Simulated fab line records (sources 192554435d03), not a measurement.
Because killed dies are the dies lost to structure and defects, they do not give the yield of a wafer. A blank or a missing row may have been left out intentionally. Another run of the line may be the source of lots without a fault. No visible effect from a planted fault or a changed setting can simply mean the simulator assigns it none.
Matching of chambers | flow n5Finfet | N5_BEOL_M1_DEP_57 on pecvd-04 has 3 sister chambers
The step deposits SiCN from 3MS/NH3, target thk 8 nm, time 14 s. 6 wafers are shown with their chamber, then 7 later ones without.

EACH WAFER AND ITS CHAMBER
wafer  | chamber | showerheadPlenumPTorr (Torr) | throttleValvePct (%)
L075.2 | 1       | 3.662                        | 9.1
L078.5 | 2       | 3.653                        | 9.4
L087.1 | 1       | 3.666                        | 8.9
L086.6 | 0       | 3.660                        | 9.2
L092.2 | 0       | 3.657                        | 9.3
L092.3 | 2       | 3.664                        | 8.5

WAFERS WITHOUT THEIR CHAMBER
wafer  | showerheadPlenumPTorr (Torr) | throttleValvePct (%)
L092.6 | 3.653                        | 9.1
L095.3 | 3.655                        | 8.3
L095.5 | 3.658                        | 8.5
L095.6 | 3.655                        | 9.0
L097.2 | 3.659                        | 9.1
L097.4 | 3.663                        | 8.9
L097.5 | 3.655                        | 8.2

WHICH CHAMBER EACH ONE RAN IN
wafer  | from the rows above          | in truth
L092.6 | can't be placed: 0 or 2 or 1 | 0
L095.3 | can't be placed: 2 or 1 or 0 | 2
L095.5 | can't be placed: 2 or 1 or 0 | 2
L095.6 | can't be placed: 2 or 0 or 1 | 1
L097.2 | can't be placed: 0 or 2 or 1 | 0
L097.4 | can't be placed: 1 or 2 or 0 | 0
L097.5 | can't be placed: 2 or 1 or 0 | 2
Correct placement for 0 of the 7. From these rows, 7 cannot be placed; in 7 the true chamber is one of the candidates. Number placed wrongly: 0.
How it was worked out, from the rows above alone: a wafer's distance from a chamber is the root of the sum, over the readings, of the square of ((its reading less the chamber's mean) divided by the reading's scatter). The wafer belongs to the nearest chamber; if the next one is less than 2 further off, it can't be placed. The mean given for a chamber averages the wafers shown for that chamber. How the scatter is found: for the shown wafers, subtract from each reading the mean of its chamber, square and add these, divide the total by (wafers less chambers), then take the root.
